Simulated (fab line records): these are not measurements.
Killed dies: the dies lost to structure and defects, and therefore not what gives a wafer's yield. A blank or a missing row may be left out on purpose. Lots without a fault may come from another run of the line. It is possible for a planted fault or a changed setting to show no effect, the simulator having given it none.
Matching of chambers :: flow n5Finfet :: N5_BEOL_M5_STRIP_64 on rieDiel-01 has 4 sister chambers
The step strips in CF4. 4 wafers are shown with their chamber, then 7 later ones without.

## EACH WAFER AND ITS CHAMBER
wafer: L090.4
chamber: 1
showerheadPlenumPTorr (Torr): 1.71

wafer: L091.5
chamber: 3
showerheadPlenumPTorr (Torr): 1.72

wafer: L094.2
chamber: 2
showerheadPlenumPTorr (Torr): 1.85

wafer: L094.3
chamber: 0
showerheadPlenumPTorr (Torr): 1.83

## WAFERS WITH NO CHAMBER GIVEN
wafer: L094.6
showerheadPlenumPTorr (Torr): 1.71

wafer: L096.1
showerheadPlenumPTorr (Torr): 1.71

wafer: L096.2
showerheadPlenumPTorr (Torr): 1.72

wafer: L096.5
showerheadPlenumPTorr (Torr): 1.72

wafer: L097.1
showerheadPlenumPTorr (Torr): 1.72

wafer: L097.2
showerheadPlenumPTorr (Torr): 1.83

wafer: L097.4
showerheadPlenumPTorr (Torr): 1.84

## CHAMBER TAKEN BY EACH
wafer: L094.6
from the rows above: 1
in truth: 1

wafer: L096.1
from the rows above: 1
in truth: 1

wafer: L096.2
from the rows above: 3
in truth: 3

wafer: L096.5
from the rows above: 3
in truth: 3

wafer: L097.1
from the rows above: 3
in truth: 3

wafer: L097.2
from the rows above: 0
in truth: 0

wafer: L097.4
from the rows above: can't be placed: 0 or 2
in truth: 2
Correct placement for 6 of the 7. Cannot be placed on the basis of these rows: 1; the candidates contain the true chamber in 1. Placed wrongly: 0.
How it was worked out, from the rows above alone: a wafer's distance from a chamber is the root of the sum, over the readings, of the square of ((its reading less the chamber's mean) divided by the reading's scatter). The wafer belongs to the nearest chamber; if the next one is less than 2 further off, it can't be placed. A chamber's mean is the mean of its shown wafers. The scatter (one wafer shown for each chamber): square how far every hidden wafer sits from the nearest shown wafer, average those squares and take the square root.
